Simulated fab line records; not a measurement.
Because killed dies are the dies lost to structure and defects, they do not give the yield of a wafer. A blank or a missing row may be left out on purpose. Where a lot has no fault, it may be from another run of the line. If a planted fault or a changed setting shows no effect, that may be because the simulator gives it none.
Chamber matching | flow nand_harc | 4 sister chambers for NHARC_A_STAIRCASE_ETCH_444 on rie_diel-10
The step etches the open film in C4F8/O2, target depth 20400 nm, time 6800 s. 14 wafers are shown with their chamber, then 7 later ones without.

## WAFERS PAIRED WITH THEIR CHAMBERS
wafer  | chamber | rf_vpp_V (V) | oes_product_au (a.u.)
L075.1 | 1       | 802          | 0.955
L075.2 | 3       | 807          | 0.949
L075.5 | 3       | 809          | 0.946
L078.1 | 1       | 803          | 0.960
L078.2 | 2       | 814          | 0.961
L078.5 | 1       | 803          | 0.953
L077.4 | 3       | 806          | 0.956
L077.5 | 1       | 802          | 0.972
L077.6 | 2       | 816          | 0.958
L084.3 | 2       | 814          | 0.922
L084.5 | 2       | 815          | 0.931
L084.6 | 1       | 800          | 0.929
L086.1 | 0       | 806          | 0.939
L086.3 | 2       | 813          | 0.921

SIGNATURES, as means of the wafers listed above
reading        | chamber 0 | chamber 1 | chamber 2 | chamber 3 | scatter within a chamber
rf_vpp_V       | 806.00    | 802.00    | 814.40    | 807.33    | 1.26
oes_product_au | 0.93900   | 0.95380   | 0.93860   | 0.95033   | 0.016
Rule: a wafer lies at a distance from a chamber equal to the root of the sum of squares, over the readings, of (its reading less the chamber's mean, divided by the reading's scatter). The wafer belongs to the nearest chamber; if the next one is less than 2 further off, it can't be placed. The scatter is the square root of a quotient: the sum, over the shown wafers, of each reading's squared deviation from its chamber's mean, divided by wafers minus chambers.

## WAFERS WITH NO CHAMBER GIVEN
wafer  | rf_vpp_V (V) | oes_product_au (a.u.)
L086.6 | 808          | 0.912
L088.2 | 808          | 0.933
L088.3 | 807          | 0.924
L088.6 | 801          | 0.920
L094.2 | 807          | 0.957
L094.3 | 813          | 0.958
L094.5 | 812          | 0.957

## EACH ONE'S CHAMBER
wafer  | from the rows above     | in truth
L086.6 | can't be placed: 0 or 3 | 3
L088.2 | can't be placed: 3 or 0 | 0
L088.3 | can't be placed: 0 or 3 | 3
L088.6 | can't be placed: 1 or 0 | 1
L094.2 | can't be placed: 3 or 0 | 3
L094.3 | 2                       | 2
L094.5 | can't be placed: 2 or 3 | 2
1 of 7 placed correctly. These rows do not allow placing 6 (true chamber among the candidates in 6). Placed wrongly: 0.
